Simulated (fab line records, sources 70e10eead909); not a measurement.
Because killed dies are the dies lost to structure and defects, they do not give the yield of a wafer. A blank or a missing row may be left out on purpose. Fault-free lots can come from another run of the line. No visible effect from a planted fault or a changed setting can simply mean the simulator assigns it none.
The tool behind it: which one? | flow nand_harc | 14 lots with 38 wafers sampled at 5 steps, on a route of 1159 steps

== WHAT EACH GAUGE READ, for each wafer ==
NHARC_END_SORT_01. Usual: killed_at_array 28, standard deviation 11; killed_at_other 0.9, standard deviation 1.2; killed_at_periphery 2.6, standard deviation 2.1; killed_dies 31, standard deviation 11; killed_open 3.1, standard deviation 1.7; killed_short 1.9, standard deviation 1.3.
lot  | measured     | on        | killed_at_array | killed_at_other | killed_at_periphery | killed_dies | killed_open | killed_short | flag
L474 | day 20 20:28 | prober-02 | 26 30 34        | 1 1 0           | 2 2 3               | 29 33 37    | 1 2 2       | 3 2 2        |
L475 | day 21 12:38 | prober-01 | 44 46 41        | 2 1 1           | 6 1 5               | 52 48 47    | 2 2 5       | 1 1 1        |
L476 | day 21 04:14 | prober-02 | 11 12 12        | 1 0 0           | 2 1 3               | 14 13 15    | 4 1 1       | 1 0 1        |
L477 | day 21 12:03 | prober-02 | 15 22 12        | 0 0 0           | 1 1 0               | 16 23 12    | 3 1 2       | 2 2 0        |
L483 | day 24 19:56 | prober-01 | 85              | 1               | 1                   | 87          | 2           | 1            | OFF
L482 | day 25 07:28 | prober-01 | 87              | 2               | 4                   | 93          | 5           | 2            | OFF
L489 | day 25 23:12 | prober-02 | 23 14 30        | 3 4 3           | 0 2 0               | 26 20 33    | 2 5 3       | 0 1 0        |
L490 | day 26 09:20 | prober-01 | 31 26 39        | 0 1 1           | 2 8 7               | 33 35 47    | 4 4 3       | 4 1 5        |
L493 | day 27 05:28 | prober-02 | 52 50 58        | 1 0 0           | 0 3 3               | 53 53 61    | 2 5 5       | 2 4 0        |

== TOOL THAT RAN EACH LOT (tool first, then ch and the chambers of the sampled wafers, then the start) ==
lot  | NHARC_A_BLC_ETCH_18                           | NHARC_A_BLC_PRE_CLEAN_31     | NHARC_A_BLC_PVD_32                      | NHARC_A_M0_PVD_20
L474 | rie_diel-06 ch 0,1,2, day 18 03:59 or earlier | pvd_sputter-01, day 18 03:59 | pvd_sputter-01, day 20 20:28 or earlier | pvd_sputter-03, day 20 20:28 or earlier
L475 | rie_diel-08 ch 0,1,2, day 19 00:20 or earlier | pvd_sputter-03, day 19 00:20 | pvd_sputter-03, day 21 12:38 or earlier | pvd_sputter-02, day 21 12:38 or earlier
L476 | rie_diel-08 ch 0,1,2, day 19 01:29 or earlier | pvd_sputter-03, day 19 01:29 | pvd_sputter-03, day 21 04:14 or earlier | pvd_sputter-02, day 21 04:14 or earlier
L477 | rie_diel-08 ch 0,3, day 19 07:31 or earlier   | pvd_sputter-02, day 19 07:31 | pvd_sputter-02, day 21 12:03 or earlier | pvd_sputter-02, day 21 12:03 or earlier
L479 | rie_diel-09 ch 0,1, day 19 23:31 or earlier   | pvd_sputter-01, day 19 23:31 | pvd_sputter-01, no start                | pvd_sputter-02, no start
L478 | rie_diel-06 ch 2,3, day 20 05:43 or earlier   | pvd_sputter-02, day 20 05:43 | pvd_sputter-02, no start                | pvd_sputter-03, no start
L483 | rie_diel-06 ch 2, day 22 06:47 or earlier     | pvd_sputter-02, day 22 06:47 | pvd_sputter-02, day 24 19:56 or earlier | pvd_sputter-02, day 24 19:56 or earlier
L482 | rie_diel-08 ch 1, day 22 07:52 or earlier     | pvd_sputter-02, day 22 07:52 | pvd_sputter-02, day 25 07:28 or earlier | pvd_sputter-03, day 25 07:28 or earlier
L489 | rie_diel-06 ch 0,2,3, day 23 10:32 or earlier | pvd_sputter-01, day 23 10:32 | pvd_sputter-01, day 25 23:12 or earlier | pvd_sputter-02, day 25 23:12 or earlier
L490 | rie_diel-08 ch 0,2, day 23 14:59 or earlier   | pvd_sputter-03, day 23 14:59 | pvd_sputter-03, day 26 09:20 or earlier | pvd_sputter-03, day 26 09:20 or earlier
L492 | rie_diel-08 ch 2,3, day 23 19:52 or earlier   | pvd_sputter-01, day 23 19:52 | pvd_sputter-01, no start                | pvd_sputter-01, no start
L493 | rie_diel-06 ch 1,3, day 24 14:11 or earlier   | pvd_sputter-01, day 24 14:11 | pvd_sputter-01, day 27 05:28 or earlier | pvd_sputter-01, day 27 05:28 or earlier
L496 | rie_diel-09 ch 0,1,3, day 24 18:14 or earlier | pvd_sputter-03, day 24 18:14 | pvd_sputter-03, no start                | pvd_sputter-03, no start
L495 | rie_diel-06 ch 2,3, day 24 23:52 or earlier   | pvd_sputter-03, day 24 23:52 | pvd_sputter-03, no start                | pvd_sputter-03, no start
- NHARC_A_BLC_ETCH_18: etches the open film in C4F8/O2/Ar, target depth 910 nm.
- NHARC_A_BLC_PRE_CLEAN_31: time 15 s.
- NHARC_A_BLC_PVD_32: deposits Ti, target thk 5 nm, time 17.7 s.
- NHARC_A_M0_PVD_20: deposits TaN, target thk 5 nm, time 8.06 s.

== WHAT THE TOOLS THEMSELVES READ (means of the sampled wafers that have a number; where no wafer has one, the mark that the record gives instead) ==
NHARC_A_BLC_ETCH_18. Usual: oes_product_au 0.955 a.u., standard deviation 0.019; rf_vpp_V 980 V, standard deviation 6.2.
lot  | tool        | oes_product_au (a.u.) | rf_vpp_V (V) | flag
L474 | rie_diel-06 | 0.961                 | 978          |
L475 | rie_diel-08 | 0.961                 | 981          |
L476 | rie_diel-08 | 0.924                 | 982          |
L477 | rie_diel-08 | 0.920                 | 979          |
L479 | rie_diel-09 | 0.978                 | 976          |
L478 | rie_diel-06 | 0.958                 | 984          |
L483 | rie_diel-06 | 0.972                 | 976          |
L482 | rie_diel-08 | 0.966                 | 979          |
L489 | rie_diel-06 | 0.977                 | 977          |
L490 | rie_diel-08 | 0.950                 | 979          |
L492 | rie_diel-08 | 0.947                 | 985          |
L493 | rie_diel-06 | 0.978                 | 986          |
L496 | rie_diel-09 | 0.934                 | 977          |
L495 | rie_diel-06 | 0.926                 | 984          |

NHARC_A_BLC_PVD_32. Usual: throttle_valve_pct at 29.8 %, with a standard deviation of 0.8.
lot  | tool           | throttle_valve_pct (%) | flag
L474 | pvd_sputter-01 | 29.6                   |
L475 | pvd_sputter-03 | 30.1                   |
L476 | pvd_sputter-03 | 30.8                   |
L477 | pvd_sputter-02 | 30.4                   |
L479 | pvd_sputter-01 | 29.1                   |
L478 | pvd_sputter-02 | 30.4                   |
L483 | pvd_sputter-02 | 29.7                   |
L482 | pvd_sputter-02 | 28.9                   |
L489 | pvd_sputter-01 | 29.7                   |
L490 | pvd_sputter-03 | 30.0                   |
L492 | pvd_sputter-01 | 30.2                   |
L493 | pvd_sputter-01 | 30.2                   |
L496 | pvd_sputter-03 | 29.5                   |
L495 | pvd_sputter-03 | 29.4                   |

NHARC_A_M0_PVD_20. Usual: throttle_valve_pct at 29.8 %, with a standard deviation of 0.72.
lot  | tool           | throttle_valve_pct (%) | flag
L474 | pvd_sputter-03 | 29.7                   |
L475 | pvd_sputter-02 | 29.6                   |
L476 | pvd_sputter-02 | 30.1                   |
L477 | pvd_sputter-02 | 29.9                   |
L479 | pvd_sputter-02 | 29.9                   |
L478 | pvd_sputter-03 | 29.8                   |
L483 | pvd_sputter-02 | 30.9                   |
L482 | pvd_sputter-03 | 30.6                   |
L489 | pvd_sputter-02 | 29.8                   |
L490 | pvd_sputter-03 | 29.7                   |
L492 | pvd_sputter-01 | 29.6                   |
L493 | pvd_sputter-01 | 29.3                   |
L496 | pvd_sputter-03 | 30.0                   |
L495 | pvd_sputter-03 | 29.5                   |

== THE ANSWER, worked out from the rows above alone ==
Rule: take the mean of a lot's wafers that have a number; if it is more than 3 standard deviations from the usual mean, the lot is off. Also off: a lot with no number at a reading for which 4 or more lots have one. Where the step has rows for the other lots, those lots are counted as sound. First the gauges in route order, then the tools' own readings, where a lot's mean is used as printed above. At the first step where some lot is off, the reading lying furthest off is the one used; lots without a number count as furthest.
Off: L483, L482, at NHARC_END_SORT_01 (killed_dies). Neither off nor sound, because the step has no rows for them: L479, L478, L492, L496, L495.
If a tool, at a process step before that reading, ran all the lots that are off and no sound lot after the first of them, it fits. The gauges at NHARC_END_SORT_01 are tried like those tools. Because NHARC_A_BLC_ETCH_18 lacks a start for some lots, the hours and order of its lots are taken from NHARC_A_BLC_PRE_CLEAN_31. Because NHARC_A_BLC_PVD_32 lacks a start for some lots, the hours and order of its lots are taken from NHARC_END_SORT_01. Because NHARC_A_M0_PVD_20 lacks a start for some lots, the hours and order of its lots are taken from NHARC_END_SORT_01. One fits: pvd_sputter-02 at NHARC_A_BLC_PRE_CLEAN_31 and NHARC_A_BLC_PVD_32. At NHARC_A_BLC_PRE_CLEAN_31 its last sound lot is L477 (day 19 07:31), its first lot that is off L483 (day 22 06:47): a fault that began between those two fits.

== WHAT WAS PUT IN BY THE SIMULATOR ==
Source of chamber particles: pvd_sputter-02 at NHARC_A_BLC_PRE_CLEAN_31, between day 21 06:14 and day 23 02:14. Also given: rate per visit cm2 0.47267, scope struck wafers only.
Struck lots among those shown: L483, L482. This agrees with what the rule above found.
